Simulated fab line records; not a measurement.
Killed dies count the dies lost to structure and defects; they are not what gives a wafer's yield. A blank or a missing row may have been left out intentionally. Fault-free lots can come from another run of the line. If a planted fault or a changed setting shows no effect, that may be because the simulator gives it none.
fab line records :: flow n5_finfet
[record]
  lots = 11
  wafers = 33
  last_day = 18
route steps=1938 shown BEOL_M15@1818 MIM_TOP@1834 MIM_BOT_LITHO@1863 TV_LITHO@1879
lots that met no fault: from a run of the same line without faults
start_h: start of the lot's first displayed wafer, in hours after the record's first day :: wait_h: how many hours have passed since the lot's step before this one :: " unchanged from the row above :: L1.1+2: a single row standing in for several wafers :: - value missing, or start not given :: * or withheld: withheld :: < > ~ a bound
route shown NAME@n: NAME is a module with steps in the file, n the number in the route of the first one :: usual: mean/standard deviation taken from wafers without a fault :: same: alike in all rows :: chamber/n: place in a boat :: sites: the reading at each site :: _std_site: standard deviation of those values :: _edge_site: mean of outer sites minus mean of inner sites :: radius_mm: how far each site lies from the wafer's centre :: mask NAME#n: copy n :: behind: the most recent tool/chamber to have shaped the wafer :: hold: why the lot went on hold/how many hours it stayed there/how the hold came to an end :: device: the n, p or np transistor that did not switch :: end of line: at the end of the route, the tests of the same wafers :: a step with no rows: only its recipe :: killed: not the wafer's yield, but the dies lost to structure and defects at the first sort :: map: shows each die of a wafer: x if killed, . if not, _ if none is there
set.NAME: the setting the step ran with; set.NAME@STEP: the setting that earlier step ran with :: model.NAME: the simulator's own value behind a step, which no gauge read
the route's steps for a sample of lots (tables are steps, rows are wafers)
services: from which hour (start_h, from the record's first day; less than 0 if before it) a tool's chamber was out of use, for how many hours, and why
[[steps]]
[step N5_BEOL_M15_PRE_CLEAN_42]
[recipe]
  gas = H2/He
  time_s = 30
  temp_c = 300
[usual]
  heater_power_w = 465/59
lot.wafer: L319.3
tool: pvd_sputter-03
chamber: -
start_h: 271.11
wait_h: 0.0
heater_power_w: 513

lot.wafer: L319.4
tool: pvd_sputter-03
chamber: -
start_h: 271.11
wait_h: 0.0
heater_power_w: 478

lot.wafer: L319.6
tool: pvd_sputter-03
chamber: -
start_h: 271.11
wait_h: 0.0
heater_power_w: 429

lot.wafer: L320.4
tool: pvd_sputter-02
chamber: -
start_h: 278.71
wait_h: 0.0
heater_power_w: 426

lot.wafer: L320.5
tool: pvd_sputter-02
chamber: -
start_h: 278.71
wait_h: 0.0
heater_power_w: 422

lot.wafer: L320.6
tool: pvd_sputter-02
chamber: -
start_h: 278.71
wait_h: 0.0
heater_power_w: 480

lot.wafer: L322.2
tool: pvd_sputter-01
chamber: -
start_h: 292.66
wait_h: 0.0
heater_power_w: 349

lot.wafer: L322.4
tool: pvd_sputter-01
chamber: -
start_h: 292.66
wait_h: 0.0
heater_power_w: 487

lot.wafer: L322.6
tool: pvd_sputter-01
chamber: -
start_h: 292.66
wait_h: 0.0
heater_power_w: 485

lot.wafer: L328.1
tool: pvd_sputter-01
chamber: -
start_h: 319.82
wait_h: 0.0
heater_power_w: 483

lot.wafer: L328.2
tool: pvd_sputter-01
chamber: -
start_h: 319.82
wait_h: 0.0
heater_power_w: 534

lot.wafer: L328.3
tool: pvd_sputter-01
chamber: -
start_h: 319.82
wait_h: 0.0
heater_power_w: 348

lot.wafer: L327.1
tool: pvd_sputter-02
chamber: -
start_h: 329.79
wait_h: 0.0
heater_power_w: 410

lot.wafer: L327.3
tool: pvd_sputter-02
chamber: -
start_h: 329.79
wait_h: 0.0
heater_power_w: 525

lot.wafer: L327.6
tool: pvd_sputter-02
chamber: -
start_h: 329.79
wait_h: 0.0
heater_power_w: 496

lot.wafer: L330.2
tool: pvd_sputter-01
chamber: -
start_h: 332.87
wait_h: 0.0
heater_power_w: 537

lot.wafer: L330.3
tool: pvd_sputter-01
chamber: -
start_h: 332.87
wait_h: 0.0
heater_power_w: 343

lot.wafer: L330.6
tool: pvd_sputter-01
chamber: -
start_h: 332.87
wait_h: 0.0
heater_power_w: 487

lot.wafer: L334.1
tool: pvd_sputter-01
chamber: -
start_h: 356.51
wait_h: 0.0
heater_power_w: 480

lot.wafer: L334.4
tool: pvd_sputter-01
chamber: -
start_h: 356.51
wait_h: 0.0
heater_power_w: 521

lot.wafer: L334.6
tool: pvd_sputter-01
chamber: -
start_h: 356.51
wait_h: 0.0
heater_power_w: 472

lot.wafer: L336.1
tool: pvd_sputter-02
chamber: -
start_h: 372.15
wait_h: 0.0
heater_power_w: 507

lot.wafer: L336.3
tool: pvd_sputter-02
chamber: -
start_h: 372.15
wait_h: 0.0
heater_power_w: 420

lot.wafer: L336.4
tool: pvd_sputter-02
chamber: -
start_h: 372.15
wait_h: 0.0
heater_power_w: 416

lot.wafer: L337.1
tool: pvd_sputter-03
chamber: -
start_h: 380.35
wait_h: 0.0
heater_power_w: 525

lot.wafer: L337.5
tool: pvd_sputter-03
chamber: -
start_h: 380.35
wait_h: 0.0
heater_power_w: 428

lot.wafer: L337.6
tool: pvd_sputter-03
chamber: -
start_h: 380.35
wait_h: 0.0
heater_power_w: 512

lot.wafer: L339.1
tool: pvd_sputter-02
chamber: -
start_h: 397.84
wait_h: 0.0
heater_power_w: 399

lot.wafer: L339.2
tool: pvd_sputter-02
chamber: -
start_h: 397.84
wait_h: 0.0
heater_power_w: 495

lot.wafer: L339.3
tool: pvd_sputter-02
chamber: -
start_h: 397.84
wait_h: 0.0
heater_power_w: 525

lot.wafer: L340.1
tool: pvd_sputter-01
chamber: -
start_h: 404.29
wait_h: 0.0
heater_power_w: 334

lot.wafer: L340.2
tool: pvd_sputter-01
chamber: -
start_h: 404.29
wait_h: 0.0
heater_power_w: 491

lot.wafer: L340.4
tool: pvd_sputter-01
chamber: -
start_h: 404.29
wait_h: 0.0
heater_power_w: 480
[step N5_MIM_TOP_ALD_00]
[recipe]
  material = Al2O3
  target_thk_a = *
  temp_c = withheld
  ald_precursor_family = TMA
  ald_co_reactant = O3
  pulse_time_s = withheld
  purge_time_s = 3
  co_reactant_purge_time_s = withheld
  co_reactant_pulse_time_s = 3
  ald_cycles = withheld
[usual]
  precursor_pulse_height_rel = 1.001/0.02
lot.wafer: L319.3
tool: ald_hk-02
chamber: 0
start_h: 274.23
wait_h: 0.1
precursor_pulse_height_rel: 0.997

lot.wafer: L319.4
tool: ald_hk-02
chamber: 1
start_h: 274.23
wait_h: 0.1
precursor_pulse_height_rel: 1.019

lot.wafer: L319.6
tool: ald_hk-02
chamber: 3
start_h: 274.23
wait_h: 0.1
precursor_pulse_height_rel: 0.983

lot.wafer: L320.4
tool: ald_hk-02
chamber: 1
start_h: 282.34
wait_h: 0.1
precursor_pulse_height_rel: 1.001

lot.wafer: L320.5
tool: ald_hk-02
chamber: 3
start_h: 282.34
wait_h: 0.1
precursor_pulse_height_rel: 0.976

lot.wafer: L320.6
tool: ald_hk-02
chamber: 0
start_h: 282.34
wait_h: 0.1
precursor_pulse_height_rel: 1.029

lot.wafer: L322.2
tool: ald_hk-02
chamber: 3
start_h: 297.38
wait_h: 0.1
precursor_pulse_height_rel: 1.008

lot.wafer: L322.4
tool: ald_hk-02
chamber: 1
start_h: 297.38
wait_h: 0.1
precursor_pulse_height_rel: 1.033

lot.wafer: L322.6
tool: ald_hk-02
chamber: 1
start_h: 297.38
wait_h: 0.1
precursor_pulse_height_rel: 1.044

lot.wafer: L328.1
tool: ald_hk-02
chamber: 3
start_h: 323.46
wait_h: 0.1
precursor_pulse_height_rel: 0.976

lot.wafer: L328.2
tool: ald_hk-02
chamber: 2
start_h: 323.46
wait_h: 0.1
precursor_pulse_height_rel: 0.987

lot.wafer: L328.3
tool: ald_hk-02
chamber: 1
start_h: 323.46
wait_h: 0.1
precursor_pulse_height_rel: 0.987

lot.wafer: L327.1
tool: ald_hk-02
chamber: 0
start_h: 332.73
wait_h: 0.1
precursor_pulse_height_rel: 0.981

lot.wafer: L327.3
tool: ald_hk-02
chamber: 3
start_h: 332.73
wait_h: 0.1
precursor_pulse_height_rel: 1.001

lot.wafer: L327.6
tool: ald_hk-02
chamber: 0
start_h: 332.73
wait_h: 0.1
precursor_pulse_height_rel: 1.014

lot.wafer: L330.2
tool: ald_hk-02
chamber: 1
start_h: 336.71
wait_h: 0.1
precursor_pulse_height_rel: 0.983

lot.wafer: L330.3
tool: ald_hk-02
chamber: 2
start_h: 336.71
wait_h: 0.1
precursor_pulse_height_rel: 1.019

lot.wafer: L330.6
tool: ald_hk-02
chamber: 1
start_h: 336.71
wait_h: 0.1
precursor_pulse_height_rel: 1.009

lot.wafer: L334.1
tool: ald_hk-03
chamber: 2
start_h: 359.23
wait_h: 0.1
precursor_pulse_height_rel: 0.988

lot.wafer: L334.4
tool: ald_hk-03
chamber: 1
start_h: 359.23
wait_h: 0.1
precursor_pulse_height_rel: 1.020

lot.wafer: L334.6
tool: ald_hk-03
chamber: 1
start_h: 359.23
wait_h: 0.1
precursor_pulse_height_rel: 0.999

lot.wafer: L336.1
tool: ald_hk-01
chamber: 2
start_h: 375.39
wait_h: 0.1
precursor_pulse_height_rel: 1.003

lot.wafer: L336.3
tool: ald_hk-01
chamber: 1
start_h: 375.39
wait_h: 0.1
precursor_pulse_height_rel: 0.968

lot.wafer: L336.4
tool: ald_hk-01
chamber: 3
start_h: 375.39
wait_h: 0.1
precursor_pulse_height_rel: 1.006

lot.wafer: L337.1
tool: ald_hk-01
chamber: 2
start_h: 383.75
wait_h: 0.1
precursor_pulse_height_rel: 1.006

lot.wafer: L337.5
tool: ald_hk-01
chamber: 0
start_h: 383.75
wait_h: 0.1
precursor_pulse_height_rel: 1.013

lot.wafer: L337.6
tool: ald_hk-01
chamber: 1
start_h: 383.75
wait_h: 0.1
precursor_pulse_height_rel: 1.001

lot.wafer: L339.1
tool: ald_hk-01
chamber: 2
start_h: 401.32
wait_h: 0.1
precursor_pulse_height_rel: 1.028

lot.wafer: L339.2
tool: ald_hk-01
chamber: 0
start_h: 401.32
wait_h: 0.1
precursor_pulse_height_rel: 0.988

lot.wafer: L339.3
tool: ald_hk-01
chamber: 3
start_h: 401.32
wait_h: 0.1
precursor_pulse_height_rel: 1.029

lot.wafer: L340.1
tool: ald_hk-01
chamber: 1
start_h: 407.91
wait_h: 0.1
precursor_pulse_height_rel: 0.995

lot.wafer: L340.2
tool: ald_hk-01
chamber: 0
start_h: 407.91
wait_h: 0.1
precursor_pulse_height_rel: 1.022

lot.wafer: L340.4
tool: ald_hk-01
chamber: 3
start_h: 407.91
wait_h: 0.1
precursor_pulse_height_rel: 0.977
[step N5_MIM_BOT_LITHO_OVL_MEAS_11]
[recipe]
  points_per_wafer = 44
[usual]
  MIM_BOT_OVL = 3/5.2
lot.wafer: L319.3
tool: overlay-02
chamber: 0
start_h: 278.01
wait_h: 0.0
MIM_BOT_OVL[nm]: 1

lot.wafer: L319.4
tool: overlay-02
chamber: 0
start_h: 278.01
wait_h: 0.0
MIM_BOT_OVL[nm]: 8

lot.wafer: L319.6
tool: overlay-02
chamber: 0
start_h: 278.01
wait_h: 0.0
MIM_BOT_OVL[nm]: 11

lot.wafer: L320.4
tool: overlay-01
chamber: 0
start_h: 284.12
wait_h: 0.0
MIM_BOT_OVL[nm]: 3

lot.wafer: L320.5
tool: overlay-01
chamber: 0
start_h: 284.12
wait_h: 0.0
MIM_BOT_OVL[nm]: 9

lot.wafer: L320.6
tool: overlay-01
chamber: 0
start_h: 284.12
wait_h: 0.0
MIM_BOT_OVL[nm]: 0

lot.wafer: L322.2
tool: overlay-02
chamber: 0
start_h: 299.59
wait_h: 0.0
MIM_BOT_OVL[nm]: 3

lot.wafer: L322.4
tool: overlay-02
chamber: 0
start_h: 299.59
wait_h: 0.0
MIM_BOT_OVL[nm]: -1

lot.wafer: L322.6
tool: overlay-02
chamber: 0
start_h: 299.59
wait_h: 0.0
MIM_BOT_OVL[nm]: -1

lot.wafer: L328.1
tool: overlay-01
chamber: 0
start_h: 325.63
wait_h: 0.0
MIM_BOT_OVL[nm]: 9

lot.wafer: L328.2
tool: overlay-01
chamber: 0
start_h: 325.63
wait_h: 0.0
MIM_BOT_OVL[nm]: 3

lot.wafer: L328.3
tool: overlay-01
chamber: 0
start_h: 325.63
wait_h: 0.0
MIM_BOT_OVL[nm]: -3

lot.wafer: L327.1
tool: overlay-01
chamber: 0
start_h: 334.87
wait_h: 0.0
MIM_BOT_OVL[nm]: 9

lot.wafer: L327.3
tool: overlay-01
chamber: 0
start_h: 334.87
wait_h: 0.0
MIM_BOT_OVL[nm]: 4

lot.wafer: L327.6
tool: overlay-01
chamber: 0
start_h: 334.87
wait_h: 0.0
MIM_BOT_OVL[nm]: 3

lot.wafer: L330.2
tool: overlay-01
chamber: 0
start_h: 338.85
wait_h: 0.0
MIM_BOT_OVL[nm]: -1

lot.wafer: L330.3
tool: overlay-01
chamber: 0
start_h: 338.85
wait_h: 0.0
MIM_BOT_OVL[nm]: 2

lot.wafer: L330.6
tool: overlay-01
chamber: 0
start_h: 338.85
wait_h: 0.0
MIM_BOT_OVL[nm]: 2

lot.wafer: L334.1
tool: overlay-01
chamber: 0
start_h: 364.54
wait_h: 0.0
MIM_BOT_OVL[nm]: 10

lot.wafer: L334.4
tool: overlay-01
chamber: 0
start_h: 364.54
wait_h: 0.0
MIM_BOT_OVL[nm]: 11

lot.wafer: L334.6
tool: overlay-01
chamber: 0
start_h: 364.54
wait_h: 0.0
MIM_BOT_OVL[nm]: 12

lot.wafer: L336.1
tool: overlay-02
chamber: 0
start_h: 378.22
wait_h: 0.0
MIM_BOT_OVL[nm]: 7

lot.wafer: L336.3
tool: overlay-02
chamber: 0
start_h: 378.22
wait_h: 0.0
MIM_BOT_OVL[nm]: 11

lot.wafer: L336.4
tool: overlay-02
chamber: 0
start_h: 378.22
wait_h: 0.0
MIM_BOT_OVL[nm]: -1

lot.wafer: L337.1
tool: overlay-01
chamber: 0
start_h: 388.79
wait_h: 0.0
MIM_BOT_OVL[nm]: 9

lot.wafer: L337.5
tool: overlay-01
chamber: 0
start_h: 388.79
wait_h: 0.0
MIM_BOT_OVL[nm]: 6

lot.wafer: L337.6
tool: overlay-01
chamber: 0
start_h: 388.79
wait_h: 0.0
MIM_BOT_OVL[nm]: 0

lot.wafer: L339.1
tool: overlay-01
chamber: 0
start_h: 405.53
wait_h: 0.0
MIM_BOT_OVL[nm]: 9

lot.wafer: L339.2
tool: overlay-01
chamber: 0
start_h: 405.53
wait_h: 0.0
MIM_BOT_OVL[nm]: 9

lot.wafer: L339.3
tool: overlay-01
chamber: 0
start_h: 405.53
wait_h: 0.0
MIM_BOT_OVL[nm]: 5

lot.wafer: L340.1
tool: overlay-02
chamber: 0
start_h: 411.04
wait_h: 0.0
MIM_BOT_OVL[nm]: 6

lot.wafer: L340.2
tool: overlay-02
chamber: 0
start_h: 411.04
wait_h: 0.0
MIM_BOT_OVL[nm]: -3

lot.wafer: L340.4
tool: overlay-02
chamber: 0
start_h: 411.04
wait_h: 0.0
MIM_BOT_OVL[nm]: 8
[step N5_PASSIVATION_EXPOSE_07]
[recipe]
  mask_id = TV
  na = 0.55
  source_shape = conventional
  sigma_outer = 0.8
  polarization = unpolarized
  defocus_nm = 0
  target_cd_nm = 3000
  dose_mj = 22.75
[usual]
  exposure_dose_mJ_cm2 = 22.751/0.021
lot.wafer: L319.3
tool: krf_scanner-01
chamber: 0
start_h: 279.46
wait_h: -
mask: TV#0
exposure_dose_mJ_cm2: 22.719

lot.wafer: L319.4
tool: krf_scanner-01
chamber: 0
start_h: 279.46
wait_h: -
mask: TV#0
exposure_dose_mJ_cm2: 22.728

lot.wafer: L319.6
tool: krf_scanner-01
chamber: 0
start_h: 279.46
wait_h: -
mask: TV#0
exposure_dose_mJ_cm2: 22.757

lot.wafer: L320.4
tool: krf_scanner-02
chamber: 0
start_h: 285.46
wait_h: -
mask: TV#0
exposure_dose_mJ_cm2: 22.721

lot.wafer: L320.5
tool: krf_scanner-02
chamber: 0
start_h: 285.46
wait_h: -
mask: TV#0
exposure_dose_mJ_cm2: 22.736

lot.wafer: L320.6
tool: krf_scanner-02
chamber: 0
start_h: 285.46
wait_h: -
mask: TV#0
exposure_dose_mJ_cm2: 22.767

lot.wafer: L322.2
tool: krf_scanner-02
chamber: 0
start_h: 302.66
wait_h: -
mask: TV#0
exposure_dose_mJ_cm2: 22.758

lot.wafer: L322.4
tool: krf_scanner-02
chamber: 0
start_h: 302.66
wait_h: -
mask: TV#0
exposure_dose_mJ_cm2: 22.750

lot.wafer: L322.6
tool: krf_scanner-02
chamber: 0
start_h: 302.66
wait_h: -
mask: TV#0
exposure_dose_mJ_cm2: 22.748

lot.wafer: L328.1
tool: krf_scanner-01
chamber: 0
start_h: 328.11
wait_h: -
mask: TV#0
exposure_dose_mJ_cm2: 22.726

lot.wafer: L328.2
tool: krf_scanner-01
chamber: 0
start_h: 328.11
wait_h: -
mask: TV#0
exposure_dose_mJ_cm2: 22.732

lot.wafer: L328.3
tool: krf_scanner-01
chamber: 0
start_h: 328.11
wait_h: -
mask: TV#0
exposure_dose_mJ_cm2: 22.724

lot.wafer: L327.1
tool: krf_scanner-01
chamber: 0
start_h: 336.28
wait_h: -
mask: TV#0
exposure_dose_mJ_cm2: 22.261

lot.wafer: L327.3
tool: krf_scanner-01
chamber: 0
start_h: 336.28
wait_h: -
mask: TV#0
exposure_dose_mJ_cm2: 22.271

lot.wafer: L327.6
tool: krf_scanner-01
chamber: 0
start_h: 336.28
wait_h: -
mask: TV#0
exposure_dose_mJ_cm2: 22.265

lot.wafer: L330.2
tool: krf_scanner-02
chamber: 0
start_h: 340.36
wait_h: -
mask: TV#0
exposure_dose_mJ_cm2: 22.735

lot.wafer: L330.3
tool: krf_scanner-02
chamber: 0
start_h: 340.36
wait_h: -
mask: TV#0
exposure_dose_mJ_cm2: 22.769

lot.wafer: L330.6
tool: krf_scanner-02
chamber: 0
start_h: 340.36
wait_h: -
mask: TV#0
exposure_dose_mJ_cm2: 22.738

lot.wafer: L334.1
tool: krf_scanner-02
chamber: 0
start_h: 366.50
wait_h: -
mask: TV#0
exposure_dose_mJ_cm2: 22.744

lot.wafer: L334.4
tool: krf_scanner-02
chamber: 0
start_h: 366.50
wait_h: -
mask: TV#0
exposure_dose_mJ_cm2: 22.769

lot.wafer: L334.6
tool: krf_scanner-02
chamber: 0
start_h: 366.50
wait_h: -
mask: TV#0
exposure_dose_mJ_cm2: 22.732

lot.wafer: L336.1
tool: krf_scanner-02
chamber: 0
start_h: 379.55
wait_h: -
mask: TV#0
exposure_dose_mJ_cm2: 22.758

lot.wafer: L336.3
tool: krf_scanner-02
chamber: 0
start_h: 379.55
wait_h: -
mask: TV#0
exposure_dose_mJ_cm2: 22.732

lot.wafer: L336.4
tool: krf_scanner-02
chamber: 0
start_h: 379.55
wait_h: -
mask: TV#0
exposure_dose_mJ_cm2: 22.767

lot.wafer: L337.1
tool: krf_scanner-02
chamber: 0
start_h: 390.95
wait_h: -
mask: TV#0
exposure_dose_mJ_cm2: 22.764

lot.wafer: L337.5
tool: krf_scanner-02
chamber: 0
start_h: 390.95
wait_h: -
mask: TV#0
exposure_dose_mJ_cm2: 22.759

lot.wafer: L337.6
tool: krf_scanner-02
chamber: 0
start_h: 390.95
wait_h: -
mask: TV#0
exposure_dose_mJ_cm2: 22.782

lot.wafer: L339.1
tool: krf_scanner-02
chamber: 0
start_h: 408.41
wait_h: -
mask: TV#0
exposure_dose_mJ_cm2: 22.750

lot.wafer: L339.2
tool: krf_scanner-02
chamber: 0
start_h: 408.41
wait_h: -
mask: TV#0
exposure_dose_mJ_cm2: 22.760

lot.wafer: L339.3
tool: krf_scanner-02
chamber: 0
start_h: 408.41
wait_h: -
mask: TV#0
exposure_dose_mJ_cm2: 22.754

lot.wafer: L340.1
tool: krf_scanner-02
chamber: 0
start_h: 412.94
wait_h: -
mask: TV#0
exposure_dose_mJ_cm2: 22.762

lot.wafer: L340.2
tool: krf_scanner-02
chamber: 0
start_h: 412.94
wait_h: -
mask: TV#0
exposure_dose_mJ_cm2: 22.759

lot.wafer: L340.4
tool: krf_scanner-02
chamber: 0
start_h: 412.94
wait_h: -
mask: TV#0
exposure_dose_mJ_cm2: 22.772
[step N5_PASSIVATION_CD_MEAS_10]
[recipe]
  target_cd_nm = 3000
  landing_energy_ev = 500
  detector = se_inlens
[usual]
  cd_nm = 3001.3/1.5
[same]
  landing_energy_ev = 500
lot.wafer: L319.3
tool: cd_sem-03
chamber: 0
start_h: 279.63
wait_h: -
cd_nm: 3000.4

lot.wafer: L319.4
tool: cd_sem-03
chamber: 0
start_h: 279.63
wait_h: -
cd_nm: 2999.9

lot.wafer: L319.6
tool: cd_sem-03
chamber: 0
start_h: 279.63
wait_h: -
cd_nm: 3001.2

lot.wafer: L320.4
tool: cd_sem-01
chamber: 0
start_h: 285.63
wait_h: -
cd_nm: 3001.6

lot.wafer: L320.5
tool: cd_sem-01
chamber: 0
start_h: 285.63
wait_h: -
cd_nm: 3001.5

lot.wafer: L320.6
tool: cd_sem-01
chamber: 0
start_h: 285.63
wait_h: -
cd_nm: 3003.5

lot.wafer: L322.2
tool: cd_sem-03
chamber: 0
start_h: 302.83
wait_h: -
cd_nm: 2998.1

lot.wafer: L322.4
tool: cd_sem-03
chamber: 0
start_h: 302.83
wait_h: -
cd_nm: 2997.9

lot.wafer: L322.6
tool: cd_sem-03
chamber: 0
start_h: 302.83
wait_h: -
cd_nm: 2999.8

lot.wafer: L328.1
tool: cd_sem-01
chamber: 0
start_h: 328.28
wait_h: -
cd_nm: 3002.0

lot.wafer: L328.2
tool: cd_sem-01
chamber: 0
start_h: 328.28
wait_h: -
cd_nm: 3001.8

lot.wafer: L328.3
tool: cd_sem-01
chamber: 0
start_h: 328.28
wait_h: -
cd_nm: 3003.0

lot.wafer: L327.1
tool: cd_sem-01
chamber: 0
start_h: 336.45
wait_h: -
cd_nm: 2996.9

lot.wafer: L327.3
tool: cd_sem-01
chamber: 0
start_h: 336.45
wait_h: -
cd_nm: 2996.4

lot.wafer: L327.6
tool: cd_sem-01
chamber: 0
start_h: 336.45
wait_h: -
cd_nm: 2994.3

lot.wafer: L330.2
tool: cd_sem-01
chamber: 0
start_h: 340.54
wait_h: -
cd_nm: 2999.3

lot.wafer: L330.3
tool: cd_sem-01
chamber: 0
start_h: 340.54
wait_h: -
cd_nm: 3002.1

lot.wafer: L330.6
tool: cd_sem-01
chamber: 0
start_h: 340.54
wait_h: -
cd_nm: 3002.6

lot.wafer: L334.1
tool: cd_sem-03
chamber: 0
start_h: 366.67
wait_h: -
cd_nm: 2999.3

lot.wafer: L334.4
tool: cd_sem-03
chamber: 0
start_h: 366.67
wait_h: -
cd_nm: 3001.8

lot.wafer: L334.6
tool: cd_sem-03
chamber: 0
start_h: 366.67
wait_h: -
cd_nm: 3001.4

lot.wafer: L336.1
tool: cd_sem-02
chamber: 0
start_h: 379.72
wait_h: -
cd_nm: 3001.4

lot.wafer: L336.3
tool: cd_sem-02
chamber: 0
start_h: 379.72
wait_h: -
cd_nm: 3001.5

lot.wafer: L336.4
tool: cd_sem-02
chamber: 0
start_h: 379.72
wait_h: -
cd_nm: 3001.9

lot.wafer: L337.1
tool: cd_sem-01
chamber: 0
start_h: 391.13
wait_h: -
cd_nm: 3002.6

lot.wafer: L337.5
tool: cd_sem-01
chamber: 0
start_h: 391.13
wait_h: -
cd_nm: 3002.4

lot.wafer: L337.6
tool: cd_sem-01
chamber: 0
start_h: 391.13
wait_h: -
cd_nm: 3002.7

lot.wafer: L339.1
tool: cd_sem-01
chamber: 0
start_h: 408.59
wait_h: -
cd_nm: 3000.2

lot.wafer: L339.2
tool: cd_sem-01
chamber: 0
start_h: 408.59
wait_h: -
cd_nm: 3001.4

lot.wafer: L339.3
tool: cd_sem-01
chamber: 0
start_h: 408.59
wait_h: -
cd_nm: 3000.8

lot.wafer: L340.1
tool: cd_sem-02
chamber: 0
start_h: 413.12
wait_h: -
cd_nm: 3000.4

lot.wafer: L340.2
tool: cd_sem-02
chamber: 0
start_h: 413.12
wait_h: -
cd_nm: 3000.7

lot.wafer: L340.4
tool: cd_sem-02
chamber: 0
start_h: 413.12
wait_h: -
cd_nm: 3002.2
[[services]]
tool: krf_scanner-01
chamber: -
start_h: 256.42
hours: 1.3
kind: pm

tool: krf_scanner-02
chamber: 0
start_h: 262.93
hours: -
kind: calibration

tool: ald_hk-03
chamber: -
start_h: 271.30
hours: 0.7
kind: repair

tool: ald_hk-03
chamber: -
start_h: 277.22
hours: 8.7
kind: pm

tool: pvd_sputter-03
chamber: -
start_h: 316.18
hours: 2.9
kind: repair

tool: krf_scanner-01
chamber: 0
start_h: 319.08
hours: -
kind: calibration

tool: krf_scanner-01
chamber: -
start_h: 345.71
hours: 1.0
kind: pm

tool: ald_hk-02
chamber: -
start_h: 350.11
hours: 6.0
kind: pm

tool: krf_scanner-02
chamber: -
start_h: 354.70
hours: 1.3
kind: pm

tool: krf_scanner-01
chamber: -
start_h: 358.97
hours: 3.6
kind: pm

tool: ald_hk-03
chamber: -
start_h: 381.57
hours: 4.3
kind: pm

tool: krf_scanner-01
chamber: -
start_h: 398.87
hours: 4.4
kind: pm

tool: krf_scanner-02
chamber: -
start_h: 403.25
hours: 1.0
kind: pm

tool: krf_scanner-01
chamber: -
start_h: 409.55
hours: 0.8
kind: pm
[[key]]
[first_sign]
  step = N5_PASSIVATION_EXPOSE_07
  reading = exposure_dose_mJ_cm2
  direction = down
  sigmas = 23
  usual = 22.751
  struck = 22.266
[effect]
  step = N5_PASSIVATION_CD_MEAS_10
  reading = cd_nm
  direction = down
  sigmas = 3.5
  usual = 3001.3
  struck = 2995.8
met_at N5_PASSIVATION_EXPOSE_07
struck_lots L327
not_acting_at N5_BEOL_M15_PRE_CLEAN_42,N5_MIM_TOP_ALD_00,N5_MIM_BOT_LITHO_OVL_MEAS_11
onset_between 328.11 336.28
[fault]
  kind = process_parameter_drift
  tool = krf_scanner-01
  chamber = -
  onset_h = 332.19
  steps = N5_PASSIVATION_EXPOSE_07
  channel = dose_mj
  offset = -0.46832
  shape = step
  acts_in = these_recipes_only
  stated = 22.75
